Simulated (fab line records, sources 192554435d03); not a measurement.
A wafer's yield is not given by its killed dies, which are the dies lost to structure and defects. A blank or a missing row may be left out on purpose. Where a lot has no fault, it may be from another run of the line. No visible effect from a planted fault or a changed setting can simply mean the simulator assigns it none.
fab line records | flow n5-finfet
[record] lots = 5 | wafers = 15 | last-day = 17
route steps=1938 shown BEOL_M8@1379
lots that met no fault: taken from a fault-free run of the same line
start-h: hours from the record's first day to the start of the lot's first wafer shown | wait-h: hours from the lot's prior step to this one | " unchanged from the row above | L1.1+2: a single row standing in for several wafers | - no value, or no start given | * or withheld: withheld | < > ~ a bound
route shown NAME@n: names a module that has steps shown in the file, with the first one's number in the route | usual: average and standard deviation across the fault-free wafers | same: alike in all rows | chamber/n: place in a boat | sites: the reading at each site | _std_site: standard deviation across them | _edge_site: the outer-site mean with the inner-site mean subtracted | radius-mm: how far each site lies from the wafer's centre | mask NAME#n: copy n | behind: tool/chamber where the wafer was last shaped | hold: why the lot was held/for how many hours/how that ended | device: the n, p or np transistor that did not switch | end of line: at the end of the route, the tests of the same wafers | a step with no rows: only its recipe | killed: dies lost to structure and defects at the first sort, not the wafer's yield | map: a wafer's dies, x killed, . not, _ none there
set.NAME: the setting that was run; set.NAME@STEP: the one run at that earlier step | model.NAME: the simulator's own value behind a step, which no gauge read
lots seen at some steps along the route; tables by step, rows by wafer
services: when a tool's chamber went out of use (start-h, in hours from the record's first day, below 0 if earlier), for how many hours, and the reason
[[steps]]
[step N5_BEOL_M8_STRIP_80]
[recipe] chemistry = N2/H2 | time-s = 10 | power-w = 450 | temp-c = 40 | pressure-mtorr = 20 | rf-frequency-hz = 6e+07 | bias-power-w = 7 | n2-flow-sccm = 200 | h2-flow-sccm = 200
[usual] chamber-pressure-mTorr = 20.000/0.019 | drypump-motor-current-A = 5.6/0.53 | oes-product-au = 0.83/0.077 | rf-vpp-V = 59.0/0.85 | showerhead-plenum-p-Torr = 2.51/0.074 | temp-c = 40.01/0.11 | throttle-valve-pct = 23.5/0.38
lot.wafer | tool        | chamber | start-h | wait-h | chamber-pressure-mTorr | drypump-motor-current-A | oes-product-au | rf-hours-counter-h | rf-vpp-V | showerhead-plenum-p-Torr | temp-c | throttle-valve-pct
L212.1    | rie-diel-03 | 2       | -       | -      | 19.986                 | 5.9                     | 0.69           | 238                | 58.2     | 2.51                     | 40.10  | 23.8
L212.4    | "           | 2       | "       | "      | 20.032                 | 5.9                     | 0.69           | -                  | 57.7     | 2.51                     | 40.08  | 23.8
L212.6    | "           | 3       | "       | "      | 20.026                 | 5.2                     | 0.71           | -                  | 60.0     | 2.65                     | 39.99  | 23.7
L216.2    | rie-diel-02 | 0       | -       | -      | 20.005                 | 5.1                     | 0.68           | 248                | 58.4     | 2.39                     | 40.03  | 23.9
L216.3    | "           | 2       | "       | "      | 20.001                 | 5.1                     | 0.82           | 90                 | 58.9     | 2.47                     | 40.03  | 23.6
L216.4    | "           | 1       | "       | "      | 20.037                 | 6.4                     | 0.92           | 28                 | 58.1     | 2.48                     | 40.10  | 22.9
L226.4    | rie-diel-04 | 0       | -       | -      | 20.014                 | 4.9                     | 0.90           | 25                 | 60.0     | 2.51                     | 40.03  | 24.0
L226.5    | "           | 0       | "       | "      | 20.004                 | 4.9                     | 0.90           | -                  | 60.1     | 2.51                     | 40.14  | 24.0
L226.6    | "           | 1       | "       | "      | 20.000                 | 6.0                     | 0.69           | -                  | 59.2     | 2.60                     | 40.05  | 24.2
L229.2    | rie-diel-04 | 0       | -       | -      | 20.006                 | 5.0                     | 0.87           | 34                 | 59.4     | 2.51                     | 40.30  | 24.0
L229.3    | "           | 2       | "       | "      | 20.038                 | 5.1                     | 0.84           | 67                 | 57.7     | 2.47                     | 39.98  | 23.5
L229.4    | "           | 2       | "       | "      | 19.993                 | 5.1                     | 0.84           | -                  | 58.2     | 2.47                     | 40.01  | 23.5
L232.2    | rie-diel-03 | 0       | -       | -      | 20.022                 | 6.1                     | 0.82           | 82                 | 59.1     | 2.46                     | 40.15  | 24.0
L232.3    | "           | 3       | "       | "      | 20.008                 | 5.1                     | 0.69           | 208                | 60.4     | 2.63                     | 40.10  | 23.7
L232.5    | "           | 2       | "       | "      | 20.017                 | 5.9                     | 0.89           | -                  | 57.8     | 2.49                     | 40.08  | 23.5
[step N5_BEOL_M8_OCD_MEAS_38]
[usual] trench-depth-nm = 93.9/1.7
lot.wafer | tool   | chamber | start-h | wait-h | trench-depth-nm
L212.1    | ocd-02 | -       | 213.39  | -      | 92.1
L212.4    | "      | -       | "       | "      | 91.6
L212.6    | "      | -       | "       | "      | 89.8
L216.2    | ocd-02 | -       | 261.19  | -      | 92.1
L216.3    | "      | -       | "       | "      | 93.6
L216.4    | "      | -       | "       | "      | 94.1
L226.4    | ocd-01 | -       | 299.80  | -      | 96.1
L226.5    | "      | -       | "       | "      | 96.2
L226.6    | "      | -       | "       | "      | 93.6
L229.2    | ocd-01 | -       | 316.88  | -      | 94.3
L229.3    | "      | -       | "       | "      | 95.1
L229.4    | "      | -       | "       | "      | 95.0
L232.2    | ocd-01 | -       | 335.16  | -      | 94.6
L232.3    | "      | -       | "       | "      | 90.7
L232.5    | "      | -       | "       | "      | 93.2
[step N5_BEOL_M8_HM_STRIP_39]
[recipe] chemistry = peroxide-tin-strip | material = TiN | target-depth-a = 250 | temp-c = 50 | time-s = 158
[step N5_BEOL_M8_SRD_40]
[recipe] time-s = 30 | temp-c = 23 | rinse-liquid = diw | dry = ipa-marangoni
[step N5_BEOL_M8_PRECLEAN_42]
[recipe] chemistry = residue-remover | time-s = 60 | temp-c = 40
[step N5_BEOL_M8_SRD_43]
[recipe] time-s = 30 | temp-c = 23 | rinse-liquid = diw | dry = ipa-marangoni
[step N5_BEOL_M8_CD_MEAS_35]
[recipe] target-cd-nm = 40 | polarity = opening
[usual] cd-nm = 40.1/0.65
lot.wafer | tool      | chamber | start-h | wait-h | cd-nm
L212.1    | cd-sem-01 | -       | 213.54  | 0.0    | 39.6
L212.4    | "         | -       | "       | "      | 39.6
L212.6    | "         | -       | "       | "      | 39.8
L216.2    | cd-sem-02 | -       | 261.34  | 0.0    | 39.8
L216.3    | "         | -       | "       | "      | 40.1
L216.4    | "         | -       | "       | "      | 39.7
L226.4    | cd-sem-01 | -       | 299.96  | 0.0    | 40.0
L226.5    | "         | -       | "       | "      | 40.3
L226.6    | "         | -       | "       | "      | 40.1
L229.2    | cd-sem-03 | -       | 317.03  | 0.0    | 41.2
L229.3    | "         | -       | "       | "      | 40.0
L229.4    | "         | -       | "       | "      | 39.6
L232.2    | cd-sem-02 | -       | 335.31  | 0.0    | 42.0
L232.3    | "         | -       | "       | "      | 41.3
L232.5    | "         | -       | "       | "      | 40.4
[step N5_BEOL_M8_CURE_75]
[recipe] temp-c = 370 | time-s = 120 | ambient = DMADMS/He | material = SiCOH_lowk
[usual] lamp-power-pct = 52.32/0.049 | wafer_temp_C_max = 371.8/0.47
lot.wafer | tool       | chamber | start-h | wait-h | lamp-power-pct | wafer_temp_C_max
L212.1    | uv-cure-01 | 0       | 213.87  | 0.3    | 52.34          | 371.7
L212.4    | "          | 0       | "       | "      | 52.30          | 371.6
L212.6    | "          | 0       | "       | "      | 52.31          | 372.0
L216.2    | uv-cure-03 | 2       | 261.43  | 0.1    | 52.29          | 373.1
L216.3    | "          | 2       | "       | "      | 52.30          | 372.1
L216.4    | "          | 2       | "       | "      | 52.42          | 372.1
L226.4    | uv-cure-02 | 1       | 300.15  | 0.2    | 52.38          | 371.4
L226.5    | "          | 1       | "       | "      | 52.37          | 371.1
L226.6    | "          | 1       | "       | "      | 52.33          | 371.3
L229.2    | uv-cure-03 | 2       | 317.12  | 0.1    | 52.38          | 373.9
L229.3    | "          | 2       | "       | "      | 52.36          | 372.5
L229.4    | "          | 2       | "       | "      | 52.23          | 372.3
L232.2    | uv-cure-03 | 1       | 335.52  | 0.2    | 52.35          | 371.3
L232.3    | "          | 1       | "       | "      | 52.32          | 371.2
L232.5    | "          | 1       | "       | "      | 52.31          | 371.8
[step N5_BEOL_M8_DEGAS_44]
[recipe] ambient = vacuum | temp-c = 250 | time-s = 60
[usual] heater-power-w = 334/46
lot.wafer | tool           | chamber | start-h | wait-h | heater-power-w
L212.1    | pvd-sputter-01 | -       | 215.09  | 1.0    | 298
L212.4    | "              | -       | "       | "      | 268
L212.6    | "              | -       | "       | "      | 274
L216.2    | pvd-sputter-03 | -       | 262.83  | 1.3    | 340
L216.3    | "              | -       | "       | "      | 420
L216.4    | "              | -       | "       | "      | 357
L226.4    | pvd-sputter-03 | -       | 300.78  | 0.6    | 421
L226.5    | "              | -       | "       | "      | 359
L226.6    | "              | -       | "       | "      | 282
L229.2    | pvd-sputter-02 | -       | 317.43  | 0.3    | 365
L229.3    | "              | -       | "       | "      | 354
L229.4    | "              | -       | "       | "      | 275
L232.2    | pvd-sputter-03 | -       | 335.91  | 0.3    | 418
L232.3    | "              | -       | "       | "      | 354
L232.5    | "              | -       | "       | "      | 420
[step N5_BEOL_M8_PRE_CLEAN_45]
[recipe] gas = H2/He | time-s = 30 | temp-c = 250
[step N5_BEOL_M8_ALD_77]
[recipe] material = TaN | target-thk-a = 20 | temp-c = 275 | ald-precursor-family = PDMAT | ald-co-reactant = NH3 | pressure-torr = 3 | carrier-flow-sccm = 1500 | pulse-time-s = 2 | purge-time-s = 3 | co-reactant-purge-time-s = 2 | co-reactant-pulse-time-s = 3 | ald-cycles = 40 | precursor-vessel-temp-c = 75 | precursor-vessel-pressure-torr = 26.25 | precursor-vessel-carrier-sccm = 1000
[usual] heater-power-outer-w = 226/24 | heater-power-w = 418/43 | mfc-carrier-sccm = 1500/3.7
[same] ald-cycles = 40
lot.wafer | tool         | chamber | start-h | wait-h | heater-power-outer-w | heater-power-w | mfc-carrier-sccm | since-wet-clean-h
L212.1    | ald-metal-03 | 0       | 215.21  | 0.1    | 214                  | 407            | 1496             | 4494
L212.4    | "            | 1       | "       | "      | 255                  | 441            | 1495             | 4494
L212.6    | "            | 1       | "       | "      | 260                  | 449            | 1503             | -
L216.2    | ald-metal-04 | 2       | 262.93  | 0.0    | 206                  | 376            | 1503             | 6080
L216.3    | "            | 1       | "       | "      | 219                  | 407            | 1506             | 6080
L216.4    | "            | 0       | "       | "      | 231                  | 434            | 1498             | 6080
L226.4    | ald-metal-04 | 1       | 300.88  | 0.0    | 206                  | 411            | 1508             | 6118
L226.5    | "            | 0       | "       | "      | 228                  | 446            | 1508             | -
L226.6    | "            | 3       | "       | "      | 197                  | 370            | 1503             | -
L229.2    | ald-metal-03 | 2       | 317.54  | 0.1    | 274                  | 520            | 1509             | 4596
L229.3    | "            | 0       | "       | "      | 213                  | 418            | 1498             | 4596
L229.4    | "            | 3       | "       | "      | 215                  | 410            | 1500             | 4596
L232.2    | ald-metal-04 | 1       | 336.24  | 0.3    | 211                  | 430            | 1501             | 6153
L232.3    | "            | 2       | "       | "      | 199                  | 383            | 1499             | 6153
L232.5    | "            | 2       | "       | "      | 202                  | 382            | 1502             | -
[step N5_BEOL_M8_SURFACE_TREAT_79]
[recipe] gas = Ar | time-s = * | ion-energy-ev = * | ion-current-ma-cm2 = 0.5 | pressure-mtorr = * | ar-flow-sccm = 30
[usual] throttle-valve-pct = *
lot.wafer | tool           | chamber | start-h | wait-h | throttle-valve-pct
L212.1    | pvd-sputter-03 | -       | 215.60  | 0.3    | *
L212.4    | "              | -       | "       | "      | *
L212.6    | "              | -       | "       | "      | *
L216.2    | pvd-sputter-02 | -       | 263.44  | 0.4    | *
L216.3    | "              | -       | "       | "      | *
L216.4    | "              | -       | "       | "      | *
L226.4    | pvd-sputter-01 | -       | 301.18  | 0.2    | *
L226.5    | "              | -       | "       | "      | *
L226.6    | "              | -       | "       | "      | *
L229.2    | pvd-sputter-02 | -       | 317.85  | 0.2    | *
L229.3    | "              | -       | "       | "      | *
L229.4    | "              | -       | "       | "      | *
L232.2    | pvd-sputter-01 | -       | 337.67  | 1.3    | *
L232.3    | "              | -       | "       | "      | *
L232.5    | "              | -       | "       | "      | *
[step N5_BEOL_M8_CVD_78]
[recipe] material = Co | target-thk-a = 20 | temp-c = withheld | precursor = CCTBA/H2 | pressure-torr = 30 | time-s = 142.3
[usual] run-length-s = 165.4/0.51
lot.wafer | tool      | chamber | start-h | wait-h | run-length-s | since-wet-clean-h
L212.1    | cvd-co-01 | 2       | 215.89  | 0.3    | 165.4        | 517
L212.4    | "         | 0       | "       | "      | 165.1        | -
L212.6    | "         | 2       | "       | "      | 165.2        | -
L216.2    | cvd-co-02 | 0       | 263.55  | 0.1    | 165.6        | 805
L216.3    | "         | 2       | "       | "      | 166.1        | 346
L216.4    | "         | 2       | "       | "      | 165.7        | -
L226.4    | cvd-co-02 | 2       | 301.30  | 0.1    | 165.6        | -
L226.5    | "         | 1       | "       | "      | 165.9        | -
L226.6    | "         | 0       | "       | "      | 165.8        | -
L229.2    | cvd-co-01 | 2       | 317.91  | 0.0    | 165.3        | 619
L229.3    | "         | 1       | "       | "      | 221.5        | 181
L229.4    | "         | 1       | "       | "      | 164.9        | -
L232.2    | cvd-co-02 | 0       | 337.73  | 0.0    | 166.5        | 879
L232.3    | "         | 2       | "       | "      | 165.5        | -
L232.5    | "         | 0       | "       | "      | 166.2        | -
[step N5_BEOL_M8_SPUTTER_48]
[recipe] material = Cu | target-thk-a = 100 | temp-c = -20 | bias-v = 60 | power-w = 26000 | chamber-pressure-pa = 0.13 | time-s = 1.667
[[services]]
tool           | chamber | start-h | hours | kind
ald-metal-03   | -       | 190.28  | 8.7   | pm
cvd-co-02      | 0       | 201.54  | 3.7   | repair
uv-cure-01     | -       | 202.40  | 0.3   | repair
uv-cure-03     | -       | 202.90  | 12.5  | repair
rie-diel-03    | 1       | 204.96  | 8.0   | repair
rie-diel-03    | 0       | 222.41  | 3.9   | repair
uv-cure-01     | -       | 227.77  | 2.8   | pm
uv-cure-02     | -       | 231.73  | 3.9   | repair
rie-diel-04    | 0       | 244.97  | 22.3  | repair
pvd-sputter-01 | -       | 260.51  | 3.0   | repair
uv-cure-03     | -       | 269.42  | 7.5   | pm
rie-diel-02    | 3       | 277.74  | 6.1   | repair
ald-metal-04   | -       | 282.81  | 14.6  | pm
uv-cure-02     | -       | 284.96  | 2.9   | repair
rie-diel-02    | -       | 307.01  | 4.3   | pm
cvd-co-01      | 0       | 307.10  | 6.0   | repair
rie-diel-02    | 0       | 321.23  | 8.0   | repair
uv-cure-02     | -       | 332.01  | 5.0   | pm
cvd-co-02      | 1       | 333.33  | -     | clean
cvd-co-02      | 1       | 333.33  | 22.0  | scheduled-down
cvd-co-02      | 1       | 333.33  | 22.0  | vent-cycle
ald-metal-04   | -       | 337.25  | 14.0  | pm
ald-metal-04   | 0       | 337.25  | 14.0  | vent-cycle
ald-metal-04   | 1       | 337.25  | 14.0  | vent-cycle
[[key]]
[first-sign] step = N5_BEOL_M8_CVD_78 | reading = run-length-s | direction = up | sigmas = 99+ | usual = * | struck = *
effect none on later readings
met-at N5_BEOL_M8_CVD_78
struck-wafers L229.3
onset-between 215.89 317.91
[fault] kind = process-parameter-drift | tool = cvd-co-01 | chamber = - | onset-h = 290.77 | steps = N5_BEOL_M8_CVD_78 | channel = time-s | offset = * | shape = step | end-h = 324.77 | scope = struck-wafers-only | acts-in = * | stated = *
